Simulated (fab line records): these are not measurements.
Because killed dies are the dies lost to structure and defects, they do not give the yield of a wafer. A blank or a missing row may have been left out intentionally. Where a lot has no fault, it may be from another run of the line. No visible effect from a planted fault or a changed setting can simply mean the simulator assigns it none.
fab line records / flow n5_finfet / part 2 of 2: steps 5 to 6 of 6
record: lots: 22 wafers: 66 last_day: 17
route steps=1938 shown BEOL_M0_SAQP@665 BEOL_M0@717
lots untouched by any fault: they come from a run of this same line in which no faults occurred
start_h: the number of hours between the record's first day and the start of the first shown wafer of the lot / wait_h: hours from the lot's prior step to this one / " identical to the entry in the row above / L1.1+2: a single row standing in for several wafers / - no value, or no start was given / * or withheld: withheld / < > ~ a bound
route shown NAME@n: names a module that has steps shown in the file, with the first one's number in the route / usual: the fault-free wafers' mean and standard deviation / same: alike in all rows / chamber/n: place in a boat / sites: the reading at each site / _std_site: their standard deviation / _edge_site: outer sites' mean less inner sites' / radius_mm: for every site, how far away it sits from the centre of the wafer / mask NAME#n: copy n / behind: the most recent tool/chamber to have shaped the wafer / hold: the reason the lot was held/the length of the hold in hours/how it ended / device: the n, p or np transistor that did not switch / end of line: at the end of the route, the tests of the same wafers / step lacking rows: just its recipe / killed: count of dies lost to structure and defects at first sort (not the wafer's yield) / map: a wafer's dies, marking killed ones x, the rest . and places with no die _
set.NAME: the setting as run; set.NAME@STEP: as run at that earlier step / model.NAME: the simulator's own value behind a step, which no gauge read
steps of the route over a sample of lots; a table a step, a row a wafer
services: a tool's chamber out of use, with start hour (start_h, from the record's first day; less than 0 if before it), hours out, and reason
== steps ==
step: N5_BEOL_M0_STRIP_140
recipe: chemistry: CF4 resist: SiARC power_w: 300 bias_power_w: 75 pressure_mtorr: 50 cf4_flow_sccm: 150 rf_frequency_hz: 6e+07
usual: drypump_motor_current_A: 5.7/0.3 oes_product_au: 0.76/0.072 rf_vpp_V: 271.7/1.7 showerhead_plenum_p_Torr: 1.81/0.057 throttle_valve_pct: 13.6/0.31
lot.wafer=L074.4 tool=rie_diel-05 chamber=3 start_h=114.42 wait_h=0.4 drypump_motor_current_A=5.8 oes_product_au=0.86 rf_hours_counter_h=31 rf_vpp_V=270.9 showerhead_plenum_p_Torr=1.76 throttle_valve_pct=13.4
lot.wafer=L074.5 tool=rie_diel-05 chamber=3 start_h=114.42 wait_h=0.4 drypump_motor_current_A=5.8 oes_product_au=0.87 rf_hours_counter_h=- rf_vpp_V=270.3 showerhead_plenum_p_Torr=1.76 throttle_valve_pct=13.4
lot.wafer=L074.6 tool=rie_diel-05 chamber=2 start_h=114.42 wait_h=0.4 drypump_motor_current_A=5.5 oes_product_au=0.87 rf_hours_counter_h=- rf_vpp_V=272.1 showerhead_plenum_p_Torr=1.82 throttle_valve_pct=13.4
lot.wafer=L075.1 tool=rie_diel-04 chamber=0 start_h=123.77 wait_h=0.1 drypump_motor_current_A=6.3 oes_product_au=0.72 rf_hours_counter_h=208 rf_vpp_V=272.7 showerhead_plenum_p_Torr=1.85 throttle_valve_pct=13.7
lot.wafer=L075.3 tool=rie_diel-04 chamber=1 start_h=123.77 wait_h=0.1 drypump_motor_current_A=6.4 oes_product_au=0.68 rf_hours_counter_h=226 rf_vpp_V=271.6 showerhead_plenum_p_Torr=1.85 throttle_valve_pct=13.9
lot.wafer=L075.6 tool=rie_diel-04 chamber=0 start_h=123.77 wait_h=0.1 drypump_motor_current_A=6.3 oes_product_au=0.71 rf_hours_counter_h=- rf_vpp_V=272.9 showerhead_plenum_p_Torr=1.85 throttle_valve_pct=13.7
lot.wafer=L076.1 tool=rie_diel-03 chamber=0 start_h=130.87 wait_h=0.4 drypump_motor_current_A=5.7 oes_product_au=0.69 rf_hours_counter_h=216 rf_vpp_V=271.3 showerhead_plenum_p_Torr=1.84 throttle_valve_pct=13.9
lot.wafer=L076.3 tool=rie_diel-03 chamber=1 start_h=130.87 wait_h=0.4 drypump_motor_current_A=5.4 oes_product_au=0.75 rf_hours_counter_h=149 rf_vpp_V=270.4 showerhead_plenum_p_Torr=1.72 throttle_valve_pct=13.2
lot.wafer=L076.5 tool=rie_diel-03 chamber=3 start_h=130.87 wait_h=0.4 drypump_motor_current_A=5.5 oes_product_au=0.73 rf_hours_counter_h=- rf_vpp_V=271.0 showerhead_plenum_p_Torr=1.79 throttle_valve_pct=13.9
lot.wafer=L077.1 tool=rie_diel-03 chamber=2 start_h=136.16 wait_h=0.1 drypump_motor_current_A=5.8 oes_product_au=0.89 rf_hours_counter_h=34 rf_vpp_V=273.2 showerhead_plenum_p_Torr=1.89 throttle_valve_pct=13.2
lot.wafer=L077.2 tool=rie_diel-03 chamber=0 start_h=136.16 wait_h=0.1 drypump_motor_current_A=5.7 oes_product_au=0.68 rf_hours_counter_h=218 rf_vpp_V=272.5 showerhead_plenum_p_Torr=1.84 throttle_valve_pct=13.9
lot.wafer=L077.5 tool=rie_diel-03 chamber=1 start_h=136.16 wait_h=0.1 drypump_motor_current_A=5.4 oes_product_au=0.73 rf_hours_counter_h=- rf_vpp_V=267.4 showerhead_plenum_p_Torr=1.72 throttle_valve_pct=13.2
lot.wafer=L078.1 tool=rie_diel-03 chamber=2 start_h=141.17 wait_h=0.3 drypump_motor_current_A=5.7 oes_product_au=0.88 rf_hours_counter_h=35 rf_vpp_V=275.0 showerhead_plenum_p_Torr=1.89 throttle_valve_pct=13.2
lot.wafer=L078.3 tool=rie_diel-03 chamber=1 start_h=141.17 wait_h=0.3 drypump_motor_current_A=5.4 oes_product_au=0.75 rf_hours_counter_h=152 rf_vpp_V=269.4 showerhead_plenum_p_Torr=1.72 throttle_valve_pct=13.2
lot.wafer=L078.5 tool=rie_diel-03 chamber=1 start_h=141.17 wait_h=0.3 drypump_motor_current_A=5.4 oes_product_au=0.75 rf_hours_counter_h=- rf_vpp_V=271.8 showerhead_plenum_p_Torr=1.72 throttle_valve_pct=13.2
lot.wafer=L079.2 tool=rie_diel-03 chamber=3 start_h=146.92 wait_h=0.3 drypump_motor_current_A=5.5 oes_product_au=0.73 rf_hours_counter_h=169 rf_vpp_V=269.7 showerhead_plenum_p_Torr=1.79 throttle_valve_pct=13.9
lot.wafer=L079.4 tool=rie_diel-03 chamber=2 start_h=146.92 wait_h=0.3 drypump_motor_current_A=5.7 oes_product_au=0.87 rf_hours_counter_h=38 rf_vpp_V=274.8 showerhead_plenum_p_Torr=1.89 throttle_valve_pct=13.2
lot.wafer=L079.5 tool=rie_diel-03 chamber=0 start_h=146.92 wait_h=0.3 drypump_motor_current_A=5.6 oes_product_au=0.68 rf_hours_counter_h=- rf_vpp_V=273.8 showerhead_plenum_p_Torr=1.84 throttle_valve_pct=13.9
lot.wafer=L080.1 tool=rie_diel-03 chamber=2 start_h=147.92 wait_h=0.1 drypump_motor_current_A=5.8 oes_product_au=0.88 rf_hours_counter_h=38 rf_vpp_V=274.0 showerhead_plenum_p_Torr=1.89 throttle_valve_pct=13.2
lot.wafer=L080.4 tool=rie_diel-03 chamber=3 start_h=147.92 wait_h=0.1 drypump_motor_current_A=5.6 oes_product_au=0.72 rf_hours_counter_h=170 rf_vpp_V=273.6 showerhead_plenum_p_Torr=1.79 throttle_valve_pct=13.9
lot.wafer=L080.6 tool=rie_diel-03 chamber=2 start_h=147.92 wait_h=0.1 drypump_motor_current_A=5.8 oes_product_au=0.87 rf_hours_counter_h=- rf_vpp_V=272.0 showerhead_plenum_p_Torr=1.89 throttle_valve_pct=13.2
lot.wafer=L081.3 tool=rie_diel-05 chamber=2 start_h=160.18 wait_h=0.1 drypump_motor_current_A=5.5 oes_product_au=0.85 rf_hours_counter_h=46 rf_vpp_V=271.1 showerhead_plenum_p_Torr=1.82 throttle_valve_pct=13.4
lot.wafer=L081.4 tool=rie_diel-05 chamber=1 start_h=160.18 wait_h=0.1 drypump_motor_current_A=5.5 oes_product_au=0.71 rf_hours_counter_h=179 rf_vpp_V=271.6 showerhead_plenum_p_Torr=1.86 throttle_valve_pct=13.7
lot.wafer=L081.5 tool=rie_diel-05 chamber=3 start_h=160.18 wait_h=0.1 drypump_motor_current_A=5.8 oes_product_au=0.83 rf_hours_counter_h=- rf_vpp_V=270.0 showerhead_plenum_p_Torr=1.75 throttle_valve_pct=13.4
lot.wafer=L082.2 tool=rie_diel-03 chamber=0 start_h=165.07 wait_h=0.2 drypump_motor_current_A=5.7 oes_product_au=0.69 rf_hours_counter_h=227 rf_vpp_V=271.7 showerhead_plenum_p_Torr=1.84 throttle_valve_pct=13.9
lot.wafer=L082.3 tool=rie_diel-03 chamber=3 start_h=165.07 wait_h=0.2 drypump_motor_current_A=5.6 oes_product_au=0.72 rf_hours_counter_h=175 rf_vpp_V=270.8 showerhead_plenum_p_Torr=1.79 throttle_valve_pct=13.9
lot.wafer=L082.6 tool=rie_diel-03 chamber=2 start_h=165.07 wait_h=0.2 drypump_motor_current_A=5.8 oes_product_au=0.87 rf_hours_counter_h=- rf_vpp_V=272.9 showerhead_plenum_p_Torr=1.89 throttle_valve_pct=13.2
lot.wafer=L083.3 tool=rie_diel-04 chamber=2 start_h=173.63 wait_h=0.1 drypump_motor_current_A=6.1 oes_product_au=0.75 rf_hours_counter_h=161 rf_vpp_V=270.7 showerhead_plenum_p_Torr=1.79 throttle_valve_pct=14.0
lot.wafer=L083.4 tool=rie_diel-04 chamber=0 start_h=173.63 wait_h=0.1 drypump_motor_current_A=6.3 oes_product_au=0.70 rf_hours_counter_h=226 rf_vpp_V=272.0 showerhead_plenum_p_Torr=1.85 throttle_valve_pct=13.8
lot.wafer=L083.5 tool=rie_diel-04 chamber=1 start_h=173.63 wait_h=0.1 drypump_motor_current_A=6.5 oes_product_au=0.67 rf_hours_counter_h=- rf_vpp_V=273.5 showerhead_plenum_p_Torr=1.84 throttle_valve_pct=14.0
lot.wafer=L084.4 tool=rie_diel-03 chamber=3 start_h=176.23 wait_h=0.1 drypump_motor_current_A=5.5 oes_product_au=0.72 rf_hours_counter_h=181 rf_vpp_V=271.3 showerhead_plenum_p_Torr=1.79 throttle_valve_pct=13.9
lot.wafer=L084.5 tool=rie_diel-03 chamber=0 start_h=176.23 wait_h=0.1 drypump_motor_current_A=5.7 oes_product_au=0.68 rf_hours_counter_h=- rf_vpp_V=271.3 showerhead_plenum_p_Torr=1.84 throttle_valve_pct=13.9
lot.wafer=L084.6 tool=rie_diel-03 chamber=1 start_h=176.23 wait_h=0.1 drypump_motor_current_A=5.4 oes_product_au=0.74 rf_hours_counter_h=- rf_vpp_V=270.6 showerhead_plenum_p_Torr=1.72 throttle_valve_pct=13.2
lot.wafer=L085.2 tool=rie_diel-03 chamber=0 start_h=181.77 wait_h=0.2 drypump_motor_current_A=5.7 oes_product_au=0.68 rf_hours_counter_h=233 rf_vpp_V=274.1 showerhead_plenum_p_Torr=1.84 throttle_valve_pct=13.9
lot.wafer=L085.4 tool=rie_diel-03 chamber=2 start_h=181.77 wait_h=0.2 drypump_motor_current_A=5.7 oes_product_au=0.86 rf_hours_counter_h=49 rf_vpp_V=273.7 showerhead_plenum_p_Torr=1.89 throttle_valve_pct=13.2
lot.wafer=L085.5 tool=rie_diel-03 chamber=0 start_h=181.77 wait_h=0.2 drypump_motor_current_A=5.7 oes_product_au=0.67 rf_hours_counter_h=- rf_vpp_V=273.6 showerhead_plenum_p_Torr=1.84 throttle_valve_pct=13.9
lot.wafer=L086.1 tool=rie_diel-03 chamber=2 start_h=187.67 wait_h=0.1 drypump_motor_current_A=5.8 oes_product_au=0.86 rf_hours_counter_h=51 rf_vpp_V=272.4 showerhead_plenum_p_Torr=1.89 throttle_valve_pct=13.2
lot.wafer=L086.2 tool=rie_diel-03 chamber=1 start_h=187.67 wait_h=0.1 drypump_motor_current_A=5.5 oes_product_au=0.73 rf_hours_counter_h=168 rf_vpp_V=268.4 showerhead_plenum_p_Torr=1.72 throttle_valve_pct=13.2
lot.wafer=L086.6 tool=rie_diel-03 chamber=1 start_h=187.67 wait_h=0.1 drypump_motor_current_A=5.4 oes_product_au=0.73 rf_hours_counter_h=- rf_vpp_V=269.9 showerhead_plenum_p_Torr=1.72 throttle_valve_pct=13.3
lot.wafer=L087.1 tool=rie_diel-04 chamber=1 start_h=190.67 wait_h=0.1 drypump_motor_current_A=6.5 oes_product_au=0.67 rf_hours_counter_h=248 rf_vpp_V=274.2 showerhead_plenum_p_Torr=1.84 throttle_valve_pct=14.0
lot.wafer=L087.2 tool=rie_diel-04 chamber=2 start_h=190.67 wait_h=0.1 drypump_motor_current_A=6.1 oes_product_au=0.74 rf_hours_counter_h=166 rf_vpp_V=268.8 showerhead_plenum_p_Torr=1.79 throttle_valve_pct=14.0
lot.wafer=L087.3 tool=rie_diel-04 chamber=3 start_h=190.67 wait_h=0.1 drypump_motor_current_A=6.3 oes_product_au=0.74 rf_hours_counter_h=181 rf_vpp_V=270.4 showerhead_plenum_p_Torr=1.79 throttle_valve_pct=13.9
lot.wafer=L088.1 tool=rie_diel-03 chamber=2 start_h=202.79 wait_h=0.4 drypump_motor_current_A=5.8 oes_product_au=0.85 rf_hours_counter_h=56 rf_vpp_V=273.9 showerhead_plenum_p_Torr=1.89 throttle_valve_pct=13.3
lot.wafer=L088.4 tool=rie_diel-03 chamber=1 start_h=202.79 wait_h=0.4 drypump_motor_current_A=5.5 oes_product_au=0.73 rf_hours_counter_h=174 rf_vpp_V=270.1 showerhead_plenum_p_Torr=1.71 throttle_valve_pct=13.3
lot.wafer=L088.5 tool=rie_diel-03 chamber=2 start_h=202.79 wait_h=0.4 drypump_motor_current_A=5.8 oes_product_au=0.85 rf_hours_counter_h=- rf_vpp_V=274.0 showerhead_plenum_p_Torr=1.89 throttle_valve_pct=13.2
lot.wafer=L089.1 tool=rie_diel-03 chamber=2 start_h=207.03 wait_h=0.1 drypump_motor_current_A=5.8 oes_product_au=0.85 rf_hours_counter_h=57 rf_vpp_V=273.4 showerhead_plenum_p_Torr=1.89 throttle_valve_pct=13.3
lot.wafer=L089.3 tool=rie_diel-03 chamber=3 start_h=207.03 wait_h=0.1 drypump_motor_current_A=5.5 oes_product_au=0.71 rf_hours_counter_h=189 rf_vpp_V=273.2 showerhead_plenum_p_Torr=1.79 throttle_valve_pct=13.9
lot.wafer=L089.6 tool=rie_diel-03 chamber=3 start_h=207.03 wait_h=0.1 drypump_motor_current_A=5.5 oes_product_au=0.72 rf_hours_counter_h=- rf_vpp_V=269.6 showerhead_plenum_p_Torr=1.79 throttle_valve_pct=14.0
lot.wafer=L090.3 tool=rie_diel-05 chamber=0 start_h=211.74 wait_h=0.4 drypump_motor_current_A=5.6 oes_product_au=0.83 rf_hours_counter_h=49 rf_vpp_V=272.4 showerhead_plenum_p_Torr=1.89 throttle_valve_pct=13.2
lot.wafer=L090.4 tool=rie_diel-05 chamber=2 start_h=211.74 wait_h=0.4 drypump_motor_current_A=5.5 oes_product_au=0.82 rf_hours_counter_h=63 rf_vpp_V=273.2 showerhead_plenum_p_Torr=1.81 throttle_valve_pct=13.5
lot.wafer=L090.6 tool=rie_diel-05 chamber=3 start_h=211.74 wait_h=0.4 drypump_motor_current_A=5.8 oes_product_au=0.82 rf_hours_counter_h=- rf_vpp_V=271.6 showerhead_plenum_p_Torr=1.75 throttle_valve_pct=13.4
lot.wafer=L091.1 tool=rie_diel-05 chamber=1 start_h=217.87 wait_h=0.3 drypump_motor_current_A=5.5 oes_product_au=0.70 rf_hours_counter_h=199 rf_vpp_V=273.2 showerhead_plenum_p_Torr=1.85 throttle_valve_pct=13.7
lot.wafer=L091.2 tool=rie_diel-05 chamber=3 start_h=217.87 wait_h=0.3 drypump_motor_current_A=5.8 oes_product_au=0.80 rf_hours_counter_h=66 rf_vpp_V=269.8 showerhead_plenum_p_Torr=1.75 throttle_valve_pct=13.4
lot.wafer=L091.6 tool=rie_diel-05 chamber=2 start_h=217.87 wait_h=0.3 drypump_motor_current_A=5.5 oes_product_au=0.82 rf_hours_counter_h=- rf_vpp_V=272.1 showerhead_plenum_p_Torr=1.81 throttle_valve_pct=13.4
lot.wafer=L093.3 tool=rie_diel-05 chamber=1 start_h=229.41 wait_h=0.2 drypump_motor_current_A=5.5 oes_product_au=0.69 rf_hours_counter_h=204 rf_vpp_V=269.7 showerhead_plenum_p_Torr=1.85 throttle_valve_pct=13.8
lot.wafer=L093.4 tool=rie_diel-05 chamber=0 start_h=229.41 wait_h=0.2 drypump_motor_current_A=5.7 oes_product_au=0.81 rf_hours_counter_h=53 rf_vpp_V=275.8 showerhead_plenum_p_Torr=1.89 throttle_valve_pct=13.3
lot.wafer=L093.6 tool=rie_diel-05 chamber=0 start_h=229.41 wait_h=0.2 drypump_motor_current_A=5.6 oes_product_au=0.83 rf_hours_counter_h=- rf_vpp_V=271.8 showerhead_plenum_p_Torr=1.89 throttle_valve_pct=13.2
lot.wafer=L094.1 tool=rie_diel-04 chamber=0 start_h=240.78 wait_h=0.1 drypump_motor_current_A=6.3 oes_product_au=0.69 rf_hours_counter_h=249 rf_vpp_V=272.6 showerhead_plenum_p_Torr=1.84 throttle_valve_pct=13.8
lot.wafer=L094.4 tool=rie_diel-04 chamber=1 start_h=240.78 wait_h=0.1 drypump_motor_current_A=6.5 oes_product_au=0.94 rf_hours_counter_h=10 rf_vpp_V=272.4 showerhead_plenum_p_Torr=1.84 throttle_valve_pct=13.4
lot.wafer=L094.6 tool=rie_diel-04 chamber=0 start_h=240.78 wait_h=0.1 drypump_motor_current_A=6.3 oes_product_au=0.69 rf_hours_counter_h=- rf_vpp_V=272.6 showerhead_plenum_p_Torr=1.84 throttle_valve_pct=13.8
lot.wafer=L095.1 tool=rie_diel-03 chamber=2 start_h=244.74 wait_h=0.3 drypump_motor_current_A=5.8 oes_product_au=0.83 rf_hours_counter_h=71 rf_vpp_V=273.5 showerhead_plenum_p_Torr=1.88 throttle_valve_pct=13.3
lot.wafer=L095.4 tool=rie_diel-03 chamber=2 start_h=244.74 wait_h=0.3 drypump_motor_current_A=5.8 oes_product_au=0.83 rf_hours_counter_h=- rf_vpp_V=274.5 showerhead_plenum_p_Torr=1.88 throttle_valve_pct=13.3
lot.wafer=L095.5 tool=rie_diel-03 chamber=3 start_h=244.74 wait_h=0.3 drypump_motor_current_A=5.6 oes_product_au=0.71 rf_hours_counter_h=- rf_vpp_V=271.9 showerhead_plenum_p_Torr=1.78 throttle_valve_pct=14.0
lot.wafer=L097.2 tool=rie_diel-04 chamber=1 start_h=252.33 wait_h=0.1 drypump_motor_current_A=6.5 oes_product_au=0.92 rf_hours_counter_h=16 rf_vpp_V=271.0 showerhead_plenum_p_Torr=1.84 throttle_valve_pct=13.5
lot.wafer=L097.3 tool=rie_diel-04 chamber=3 start_h=252.33 wait_h=0.1 drypump_motor_current_A=6.3 oes_product_au=0.72 rf_hours_counter_h=205 rf_vpp_V=272.1 showerhead_plenum_p_Torr=1.79 throttle_valve_pct=14.0
lot.wafer=L097.6 tool=rie_diel-04 chamber=3 start_h=252.33 wait_h=0.1 drypump_motor_current_A=6.3 oes_product_au=0.73 rf_hours_counter_h=- rf_vpp_V=270.9 showerhead_plenum_p_Torr=1.79 throttle_valve_pct=14.0
step: N5_BEOL_M0_ANNEAL_117
recipe: temp_c: 400 time_s: 60 ambient: vacuum
usual: heater_power_w: 872/70
lot.wafer=L074.4 tool=pvd_sputter-01 chamber=- start_h=116.70 wait_h=0.0 heater_power_w=891
lot.wafer=L074.5 tool=pvd_sputter-01 chamber=- start_h=116.70 wait_h=0.0 heater_power_w=823
lot.wafer=L074.6 tool=pvd_sputter-01 chamber=- start_h=116.70 wait_h=0.0 heater_power_w=885
lot.wafer=L075.1 tool=pvd_sputter-02 chamber=- start_h=125.44 wait_h=0.0 heater_power_w=1062
lot.wafer=L075.3 tool=pvd_sputter-02 chamber=- start_h=125.44 wait_h=0.0 heater_power_w=924
lot.wafer=L075.6 tool=pvd_sputter-02 chamber=- start_h=125.44 wait_h=0.0 heater_power_w=901
lot.wafer=L076.1 tool=pvd_sputter-03 chamber=- start_h=132.37 wait_h=0.0 heater_power_w=820
lot.wafer=L076.3 tool=pvd_sputter-03 chamber=- start_h=132.37 wait_h=0.0 heater_power_w=809
lot.wafer=L076.5 tool=pvd_sputter-03 chamber=- start_h=132.37 wait_h=0.0 heater_power_w=943
lot.wafer=L077.1 tool=pvd_sputter-01 chamber=- start_h=138.51 wait_h=0.0 heater_power_w=912
lot.wafer=L077.2 tool=pvd_sputter-01 chamber=- start_h=138.51 wait_h=0.0 heater_power_w=876
lot.wafer=L077.5 tool=pvd_sputter-01 chamber=- start_h=138.51 wait_h=0.0 heater_power_w=868
lot.wafer=L078.1 tool=pvd_sputter-03 chamber=- start_h=143.78 wait_h=0.0 heater_power_w=960
lot.wafer=L078.3 tool=pvd_sputter-03 chamber=- start_h=143.78 wait_h=0.0 heater_power_w=803
lot.wafer=L078.5 tool=pvd_sputter-03 chamber=- start_h=143.78 wait_h=0.0 heater_power_w=869
lot.wafer=L079.2 tool=pvd_sputter-01 chamber=- start_h=148.93 wait_h=0.0 heater_power_w=849
lot.wafer=L079.4 tool=pvd_sputter-01 chamber=- start_h=148.93 wait_h=0.0 heater_power_w=857
lot.wafer=L079.5 tool=pvd_sputter-01 chamber=- start_h=148.93 wait_h=0.0 heater_power_w=860
lot.wafer=L080.1 tool=pvd_sputter-03 chamber=- start_h=149.54 wait_h=0.0 heater_power_w=878
lot.wafer=L080.4 tool=pvd_sputter-03 chamber=- start_h=149.54 wait_h=0.0 heater_power_w=923
lot.wafer=L080.6 tool=pvd_sputter-03 chamber=- start_h=149.54 wait_h=0.0 heater_power_w=828
lot.wafer=L081.3 tool=pvd_sputter-01 chamber=- start_h=163.76 wait_h=0.0 heater_power_w=822
lot.wafer=L081.4 tool=pvd_sputter-01 chamber=- start_h=163.76 wait_h=0.0 heater_power_w=880
lot.wafer=L081.5 tool=pvd_sputter-01 chamber=- start_h=163.76 wait_h=0.0 heater_power_w=842
lot.wafer=L082.2 tool=pvd_sputter-02 chamber=- start_h=168.25 wait_h=0.0 heater_power_w=894
lot.wafer=L082.3 tool=pvd_sputter-02 chamber=- start_h=168.25 wait_h=0.0 heater_power_w=840
lot.wafer=L082.6 tool=pvd_sputter-02 chamber=- start_h=168.25 wait_h=0.0 heater_power_w=866
lot.wafer=L083.3 tool=pvd_sputter-01 chamber=- start_h=175.76 wait_h=0.0 heater_power_w=858
lot.wafer=L083.4 tool=pvd_sputter-01 chamber=- start_h=175.76 wait_h=0.0 heater_power_w=860
lot.wafer=L083.5 tool=pvd_sputter-01 chamber=- start_h=175.76 wait_h=0.0 heater_power_w=853
lot.wafer=L084.4 tool=pvd_sputter-03 chamber=- start_h=177.75 wait_h=0.0 heater_power_w=813
lot.wafer=L084.5 tool=pvd_sputter-03 chamber=- start_h=177.75 wait_h=0.0 heater_power_w=802
lot.wafer=L084.6 tool=pvd_sputter-03 chamber=- start_h=177.75 wait_h=0.0 heater_power_w=813
lot.wafer=L085.2 tool=pvd_sputter-03 chamber=- start_h=185.22 wait_h=0.0 heater_power_w=810
lot.wafer=L085.4 tool=pvd_sputter-03 chamber=- start_h=185.22 wait_h=0.0 heater_power_w=807
lot.wafer=L085.5 tool=pvd_sputter-03 chamber=- start_h=185.22 wait_h=0.0 heater_power_w=789
lot.wafer=L086.1 tool=pvd_sputter-01 chamber=- start_h=190.22 wait_h=0.0 heater_power_w=831
lot.wafer=L086.2 tool=pvd_sputter-01 chamber=- start_h=190.22 wait_h=0.0 heater_power_w=852
lot.wafer=L086.6 tool=pvd_sputter-01 chamber=- start_h=190.22 wait_h=0.0 heater_power_w=847
lot.wafer=L087.1 tool=pvd_sputter-02 chamber=- start_h=192.43 wait_h=0.0 heater_power_w=880
lot.wafer=L087.2 tool=pvd_sputter-02 chamber=- start_h=192.43 wait_h=0.0 heater_power_w=790
lot.wafer=L087.3 tool=pvd_sputter-02 chamber=- start_h=192.43 wait_h=0.0 heater_power_w=923
lot.wafer=L088.1 tool=pvd_sputter-01 chamber=- start_h=204.44 wait_h=0.0 heater_power_w=865
lot.wafer=L088.4 tool=pvd_sputter-01 chamber=- start_h=204.44 wait_h=0.0 heater_power_w=886
lot.wafer=L088.5 tool=pvd_sputter-01 chamber=- start_h=204.44 wait_h=0.0 heater_power_w=879
lot.wafer=L089.1 tool=pvd_sputter-03 chamber=- start_h=209.89 wait_h=0.0 heater_power_w=939
lot.wafer=L089.3 tool=pvd_sputter-03 chamber=- start_h=209.89 wait_h=0.0 heater_power_w=863
lot.wafer=L089.6 tool=pvd_sputter-03 chamber=- start_h=209.89 wait_h=0.0 heater_power_w=938
lot.wafer=L090.3 tool=pvd_sputter-02 chamber=- start_h=214.75 wait_h=0.0 heater_power_w=920
lot.wafer=L090.4 tool=pvd_sputter-02 chamber=- start_h=214.75 wait_h=0.0 heater_power_w=1067
lot.wafer=L090.6 tool=pvd_sputter-02 chamber=- start_h=214.75 wait_h=0.0 heater_power_w=1071
lot.wafer=L091.1 tool=pvd_sputter-02 chamber=- start_h=219.78 wait_h=0.0 heater_power_w=836
lot.wafer=L091.2 tool=pvd_sputter-02 chamber=- start_h=219.78 wait_h=0.0 heater_power_w=773
lot.wafer=L091.6 tool=pvd_sputter-02 chamber=- start_h=219.78 wait_h=0.0 heater_power_w=891
lot.wafer=L093.3 tool=pvd_sputter-01 chamber=- start_h=232.24 wait_h=0.0 heater_power_w=852
lot.wafer=L093.4 tool=pvd_sputter-01 chamber=- start_h=232.24 wait_h=0.0 heater_power_w=878
lot.wafer=L093.6 tool=pvd_sputter-01 chamber=- start_h=232.24 wait_h=0.0 heater_power_w=861
lot.wafer=L094.1 tool=pvd_sputter-02 chamber=- start_h=242.69 wait_h=0.0 heater_power_w=1092
lot.wafer=L094.4 tool=pvd_sputter-02 chamber=- start_h=242.69 wait_h=0.0 heater_power_w=898
lot.wafer=L094.6 tool=pvd_sputter-02 chamber=- start_h=242.69 wait_h=0.0 heater_power_w=910
lot.wafer=L095.1 tool=pvd_sputter-02 chamber=- start_h=248.34 wait_h=0.0 heater_power_w=869
lot.wafer=L095.4 tool=pvd_sputter-02 chamber=- start_h=248.34 wait_h=0.0 heater_power_w=905
lot.wafer=L095.5 tool=pvd_sputter-02 chamber=- start_h=248.34 wait_h=0.0 heater_power_w=916
lot.wafer=L097.2 tool=pvd_sputter-02 chamber=- start_h=254.19 wait_h=0.0 heater_power_w=1050
lot.wafer=L097.3 tool=pvd_sputter-02 chamber=- start_h=254.19 wait_h=0.0 heater_power_w=795
lot.wafer=L097.6 tool=pvd_sputter-02 chamber=- start_h=254.19 wait_h=0.0 heater_power_w=1079
== services ==
tool=ald_sin-03 chamber=- start_h=85.25 hours=14.0 kind=pm
tool=rie_diel-01 chamber=3 start_h=89.53 hours=8.7 kind=repair
tool=pvd_sputter-03 chamber=- start_h=92.09 hours=4.6 kind=repair
tool=rie_diel-03 chamber=3 start_h=95.34 hours=22.6 kind=repair
tool=rie_diel-01 chamber=3 start_h=103.31 hours=18.9 kind=repair
tool=rie_diel-03 chamber=0 start_h=103.91 hours=18.7 kind=repair
tool=rie_diel-02 chamber=2 start_h=105.26 hours=7.6 kind=repair
tool=pvd_sputter-02 chamber=- start_h=106.02 hours=18.2 kind=repair
tool=rie_diel-03 chamber=- start_h=112.50 hours=2.8 kind=repair
tool=rie_diel-06 chamber=0 start_h=115.84 hours=5.3 kind=repair
tool=rie_diel-06 chamber=1 start_h=128.14 hours=16.7 kind=repair
tool=pvd_sputter-03 chamber=- start_h=131.77 hours=0.5 kind=repair
tool=rie_diel-02 chamber=2 start_h=132.32 hours=6.3 kind=repair
tool=pvd_sputter-03 chamber=- start_h=135.06 hours=2.9 kind=repair
tool=rie_diel-06 chamber=2 start_h=142.69 hours=23.3 kind=repair
tool=rie_si-04 chamber=1 start_h=143.87 hours=14.4 kind=repair
tool=rie_si-03 chamber=2 start_h=145.46 hours=1.2 kind=repair
tool=rie_si-04 chamber=0 start_h=180.94 hours=4.3 kind=repair
tool=rie_si-03 chamber=- start_h=200.71 hours=0.4 kind=repair
tool=rie_si-03 chamber=3 start_h=204.75 hours=2.6 kind=repair
tool=rie_diel-02 chamber=- start_h=215.56 hours=14.6 kind=pm
tool=ald_sin-03 chamber=2 start_h=215.76 hours=1.7 kind=repair
tool=ald_sin-02 chamber=3 start_h=215.92 hours=20.9 kind=repair
tool=rie_diel-01 chamber=- start_h=231.04 hours=0.4 kind=repair
